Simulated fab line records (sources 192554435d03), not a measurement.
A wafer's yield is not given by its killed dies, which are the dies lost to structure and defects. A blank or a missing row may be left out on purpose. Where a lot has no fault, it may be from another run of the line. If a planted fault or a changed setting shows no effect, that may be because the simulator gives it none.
Which of the tools did it?    flow n5Finfet    Sampling: 24 lots, 72 wafers, 6 of 1938 route steps

== WHAT THE GAUGES READ, wafer by wafer ==
N5_MOL_CONTACT_COAG_THK_MEAS_29. Usual: MD_CAP_THK gives 17.94 nm (standard deviation 0.077).
lot   measured      on            MD_CAP_THK (nm)    flag
L075  day 5 12:10   filmMetro-02  17.88 18.00 17.96  
L074  day 5 16:40   filmMetro-02  17.87 17.82 17.80  
L076  day 5 19:34   filmMetro-01  18.10 17.78 17.99  
L077  day 6 02:43   filmMetro-01  17.94 17.77 17.91  
L078  day 6 08:29   filmMetro-02  17.96 18.00 17.95  
L079  day 6 12:16   filmMetro-02  18.00 17.77 17.95  
L080  day 6 14:04   filmMetro-02  18.00 17.98 18.06  
L081  day 7 00:52   filmMetro-01  18.04 18.02 18.01  
L082  day 7 04:35   filmMetro-02  18.10 17.95 18.06  
L083  day 7 15:08   filmMetro-01  17.98 17.85 18.01  
L084  day 7 20:56   filmMetro-01  17.80 17.80 17.81  
L087  day 8 13:05   filmMetro-01  17.88 17.92 17.85  
L085  day 8 17:44   filmMetro-02  17.89 17.89 17.93  
L086  day 8 19:01   filmMetro-02  17.81 17.89 17.99  
L088  day 9 07:29   filmMetro-01  17.97 17.92 18.01  
L089  day 9 08:23   filmMetro-01  18.03 17.87 17.93  
L091  day 9 13:48   filmMetro-01  17.94 17.93 17.93  
L090  day 9 13:56   filmMetro-01  18.04 18.00 18.01  
L092  day 9 21:27   filmMetro-02  17.98 17.77 17.86  
L093  day 10 00:01  filmMetro-02  17.89 18.08 17.91  
L094  day 10 05:05  filmMetro-01  17.96 17.94 17.92  
L095  day 10 05:19  filmMetro-01  18.07 17.89 17.90  
L096  day 10 12:56  filmMetro-02  17.91 17.91 18.01  
L097  day 10 23:00  filmMetro-02  17.96 18.11 18.02  

N5_MOL_CONTACT_COAG_CD_MEAS_137: the cd target is 16 nm. Usual: cdNm reads 16.0 nm (standard deviation 0.48).
lot   measured      on        cdNm (nm)       flag
L075  day 5 14:21   cdSem-02  17.3 16.7 16.3  
L074  day 5 19:20   cdSem-01  15.7 15.5 15.7  
L076  day 5 22:22   cdSem-01  15.7 16.5 16.3  
L077  day 6 04:36   cdSem-02  15.9 16.5 15.7  
L078  day 6 10:41   cdSem-01  15.3 15.3 15.5  
L079  day 6 14:19   cdSem-02  16.4 15.8 16.0  
L080  day 6 16:07   cdSem-02  16.0 15.5 16.1  
L081  day 7 02:45   cdSem-01  16.0 16.6 15.3  
L082  day 7 06:47   cdSem-01  16.0 15.9 16.4  
L083  day 7 17:07   cdSem-01  16.5 16.1 15.1  
L084  day 8 00:30   cdSem-02  15.8 15.6 15.5  
L087  day 8 16:01   cdSem-03  16.7 16.4 16.5  
L085  day 8 20:37   cdSem-02  15.9 15.1 16.3  
L086  day 8 21:19   cdSem-02  15.8 16.1 16.7  
L088  day 9 12:20   cdSem-03  15.7 16.1 15.0  
L089  day 9 13:50   cdSem-01  16.2 16.4 16.3  
L091  day 9 17:59   cdSem-01  15.3 15.6 15.8  
L090  day 9 18:30   cdSem-02  15.7 15.7 16.6  
L092  day 9 23:47   cdSem-03  15.8 16.6 15.5  
L093  day 10 01:55  cdSem-02  17.1 15.9 16.3  
L094  day 10 07:04  cdSem-02  16.2 16.1 16.5  
L095  day 10 07:16  cdSem-03  15.3 15.9 16.1  
L096  day 10 16:34  cdSem-03  15.4 16.4 17.0  
L097  day 11 00:53  cdSem-03  15.9 15.8 16.3  

N5_MOL_CONTACT_COAG_CD_MEAS_40: the cd target is 25.1 nm. Usual: cdNm reads 25.19 nm (standard deviation 0.25).
lot   measured      on        cdNm (nm)          flag
L075  day 5 14:40   cdSem-01  25.32 25.09 25.15  
L074  day 5 19:40   cdSem-01  25.13 25.12 25.23  
L076  day 5 22:41   cdSem-01  24.81 25.29 25.18  
L077  day 6 05:02   cdSem-03  25.39 25.31 24.99  
L078  day 6 11:08   cdSem-01  25.33 25.48 24.88  
L079  day 6 14:46   cdSem-02  25.37 25.41 25.11  
L080  day 6 16:26   cdSem-03  24.84 25.09 25.01  
L081  day 7 03:11   cdSem-02  25.43 25.34 25.44  
L082  day 7 07:06   cdSem-01  25.12 25.41 25.61  
L083  day 7 17:26   cdSem-03  25.25 24.70 25.53  
L084  day 8 00:49   cdSem-01  25.22 25.13 25.04  
L087  day 8 16:22   cdSem-02  24.56 25.19 24.99  
L085  day 8 21:03   cdSem-02  25.00 25.12 25.27  
L086  day 8 21:38   cdSem-01  25.45 25.34 25.64  
L088  day 9 12:46   cdSem-02  24.94 25.27 25.05  
L089  day 9 14:09   cdSem-02  25.18 25.48 25.32  
L091  day 9 18:18   cdSem-03  24.87 24.83 24.86  
L090  day 9 18:57   cdSem-01  25.27 24.63 25.20  
L092  day 10 00:14  cdSem-03  25.62 25.25 25.24  
L093  day 10 02:14  cdSem-02  24.80 24.83 25.14  
L094  day 10 07:23  cdSem-01  25.14 25.00 24.72  
L095  day 10 07:42  cdSem-02  25.64 24.98 25.18  
L096  day 10 17:01  cdSem-02  25.05 25.35 25.00  
L097  day 11 01:13  cdSem-02  24.92 24.65 25.06  

N5_MOL_CONTACT_COAG_INSPECT_42: inspects for defects (brightfield). Usual: rawDefectCount reads 206 (standard deviation 60).
lot   measured      on                rawDefectCount  flag
L075  day 5 14:45   defectInspect-02  203 204 146     
L074  day 5 19:45   defectInspect-01  229 192 249     
L076  day 5 22:47   defectInspect-02  190 254 253     
L077  day 6 05:08   defectInspect-01  185 193 170     
L078  day 6 11:14   defectInspect-01  130 187 173     
L079  day 6 14:52   defectInspect-02  182 221 98      
L080  day 6 16:31   defectInspect-02  329 214 193     
L081  day 7 03:17   defectInspect-02  286 323 319     
L082  day 7 07:11   defectInspect-01  179 178 205     
L083  day 7 17:32   defectInspect-02  272 182 166     
L084  day 8 00:54   defectInspect-02  154 209 122     
L087  day 8 16:26   defectInspect-02  260 206 273     
L085  day 8 21:08   defectInspect-01  195 283 222     
L086  day 8 21:43   defectInspect-02  144 175 177     
L088  day 9 12:52   defectInspect-02  271 242 261     
L089  day 9 14:14   defectInspect-01  111 95 157      
L091  day 9 18:23   defectInspect-02  360 227 228     
L090  day 9 19:02   defectInspect-02  154 157 180     
L092  day 10 00:20  defectInspect-02  200 185 284     
L093  day 10 02:19  defectInspect-01  228 251 202     
L094  day 10 07:28  defectInspect-01  220 211 189     
L095  day 10 07:47  defectInspect-02  211 153 211     
L096  day 10 17:05  defectInspect-01  190 159 194     
L097  day 11 01:18  defectInspect-01  171 185 142     

N5_MOL_CONTACT_COAG_CD_MEAS_101: the cd target is 16 nm. Usual: cdNm reads 15.8 nm (standard deviation 0.4).
lot   measured      on        cdNm (nm)       flag
L075  day 5 17:02   cdSem-03  16.2 15.8 15.7  
L074  day 5 20:46   cdSem-03  15.2 15.8 15.8  
L076  day 5 23:41   cdSem-02  16.0 16.2 14.9  
L077  day 6 05:59   cdSem-03  15.9 16.5 16.5  
L078  day 6 12:38   cdSem-01  16.6 16.0 16.7  
L079  day 6 15:53   cdSem-03  15.6 16.5 15.8  
L080  day 6 17:25   cdSem-03  15.5 15.9 16.3  
L081  day 7 04:55   cdSem-01  16.1 16.3 16.6  
L082  day 7 08:02   cdSem-01  16.2 15.7 15.8  
L083  day 7 18:48   cdSem-02  15.5 16.5 15.6  
L084  day 8 02:05   cdSem-02  15.8 14.9 16.0  
L087  day 8 17:56   cdSem-02  15.2 15.3 15.8  
L085  day 8 22:07   cdSem-01  15.1 15.8 15.8  
L086  day 8 22:47   cdSem-03  15.9 16.1 16.0  
L088  day 9 14:10   cdSem-03  15.8 15.9 15.5  
L089  day 9 15:34   cdSem-01  15.4 15.9 15.0  
L091  day 9 19:16   cdSem-01  15.6 15.6 15.8  
L090  day 9 19:56   cdSem-03  15.8 16.1 15.5  
L092  day 10 01:13  cdSem-01  15.4 15.8 16.3  
L093  day 10 03:17  cdSem-01  15.6 15.4 16.0  
L094  day 10 08:23  cdSem-01  15.4 16.4 15.8  
L095  day 10 08:38  cdSem-03  15.6 15.6 15.8  
L096  day 10 17:59  cdSem-03  15.6 15.8 16.3  
L097  day 11 02:28  cdSem-03  15.8 15.5 15.7  

== WHICH TOOL RAN EACH LOT (tool, then ch and the chambers of the sampled wafers, then the start) ==
lot   N5_MOL_CONTACT_COAG_ETCH_67
L075  rieDiel-03 ch 0,2, day 5 16:34
L074  rieDiel-03 ch 0,1, day 5 20:18
L076  rieDiel-03 ch 1,2, day 5 23:13
L077  rieDiel-05 ch 0,2,3, day 6 05:33
L078  rieDiel-05 ch 0,3, day 6 12:10
L079  rieDiel-04 ch 1,2, day 6 15:22
L080  rieDiel-05 ch 0,1,2, day 6 16:54
L081  rieDiel-04 ch 0,3, day 7 04:26
L082  rieDiel-05 ch 0,1,2, day 7 07:34
L083  rieDiel-05 ch 0,1,3, day 7 18:19
L084  rieDiel-05 ch 1,3, day 8 01:37
L087  rieDiel-03 ch 1,2, day 8 17:14
L085  rieDiel-03 ch 1,3, day 8 21:38
L086  rieDiel-03 ch 1,2,3, day 8 22:19
L088  rieDiel-04 ch 0,1,3, day 9 13:41
L089  rieDiel-04 ch 0,1, day 9 15:05
L091  rieDiel-04 ch 1,3, day 9 18:48
L090  rieDiel-03 ch 0,2,3, day 9 19:25
L092  rieDiel-04 ch 0,1, day 10 00:43
L093  rieDiel-04 ch 0,2,3, day 10 02:49
L094  rieDiel-03 ch 0,1, day 10 07:52
L095  rieDiel-04 ch 1,2,3, day 10 08:10
L096  rieDiel-03 ch 0,1,3, day 10 17:31
L097  rieDiel-04 ch 0,2, day 11 01:59
- N5_MOL_CONTACT_COAG_ETCH_67: etches SOC in N2/H2, target depth 60 nm, overetch 21 nm, time 101.2 s.

== WHAT THE TOOLS THEMSELVES READ (means of the sampled wafers that have a number; where no wafer has one, the mark that the record gives instead) ==
N5_MOL_CONTACT_COAG_ETCH_67. Usual: drypumpMotorCurrentA 5.6 A, standard deviation 0.47; oesProductAu 0.67 a.u., standard deviation 0.067; rfVppV 524.1 V, standard deviation 1.7; showerheadPlenumPTorr 2.55 Torr, standard deviation 0.054; throttleValvePct 17.91 %, standard deviation 0.22.
lot   tool        drypumpMotorCurrentA (A)  oesProductAu (a.u.)  rfVppV (V)  showerheadPlenumPTorr (Torr)  throttleValvePct (%)  flag
L075  rieDiel-03  5.7                       0.58                 524.1       2.55                          17.93                 
L074  rieDiel-03  6.0                       0.62                 523.8       2.53                          17.88                 
L076  rieDiel-03  5.7                       0.64                 525.3       2.61                          17.92                 
L077  rieDiel-05  5.7                       0.63                 523.2       2.51                          17.94                 
L078  rieDiel-05  5.9                       0.61                 522.2       2.46                          17.88                 
L079  rieDiel-04  5.3                       0.75                 522.0       2.52                          18.07                 
L080  rieDiel-05  5.5                       0.69                 523.1       2.55                          17.98                 
L081  rieDiel-04  5.3                       0.67                 526.1       2.57                          17.61                 
L082  rieDiel-05  5.5                       0.68                 523.6       2.55                          17.99                 
L083  rieDiel-05  5.7                       0.66                 524.1       2.53                          18.01                 
L084  rieDiel-05  5.6                       0.66                 524.4       2.56                          18.08                 
L087  rieDiel-03  5.7                       0.62                 525.3       2.59                          17.96                 
L085  rieDiel-03  6.0                       0.71                 524.7       2.58                          17.87                 
L086  rieDiel-03  5.7                       0.67                 524.7       2.59                          17.94                 
L088  rieDiel-04  5.5                       0.66                 523.0       2.56                          17.90                 
L089  rieDiel-04  5.1                       0.70                 522.4       2.52                          17.92                 
L091  rieDiel-04  6.0                       0.62                 524.4       2.58                          18.12                 
L090  rieDiel-03  5.6                       0.71                 525.0       2.57                          17.83                 
L092  rieDiel-04  5.1                       0.69                 523.4       2.52                          17.93                 
L093  rieDiel-04  5.5                       0.67                 524.7       2.55                          17.85                 
L094  rieDiel-03  6.1                       0.72                 523.5       2.55                          17.75                 
L095  rieDiel-04  5.7                       0.67                 523.5       2.54                          18.08                 
L096  rieDiel-03  5.9                       0.73                 524.1       2.55                          17.79                 
L097  rieDiel-04  5.3                       0.71                 523.0       2.50                          17.82                 

== THE ANSWER, worked out from the rows above alone ==
Rule: a lot counts as off when the mean over its wafers that have a number is more than 3 standard deviations away from the usual mean. A lot without any number at a reading at which 4 lots or more have one is off too. The other lots that the step has rows for count as sound. After the gauges, taken in route order, come the tools' own readings; for these a lot's mean is taken, as printed above. At the first step where some lot is off, the reading lying furthest off is the one used; lots without a number count as furthest.
Nothing can be told from this: no lot is off at any reading shown.

== WHAT THE SIMULATOR PUT IN ==
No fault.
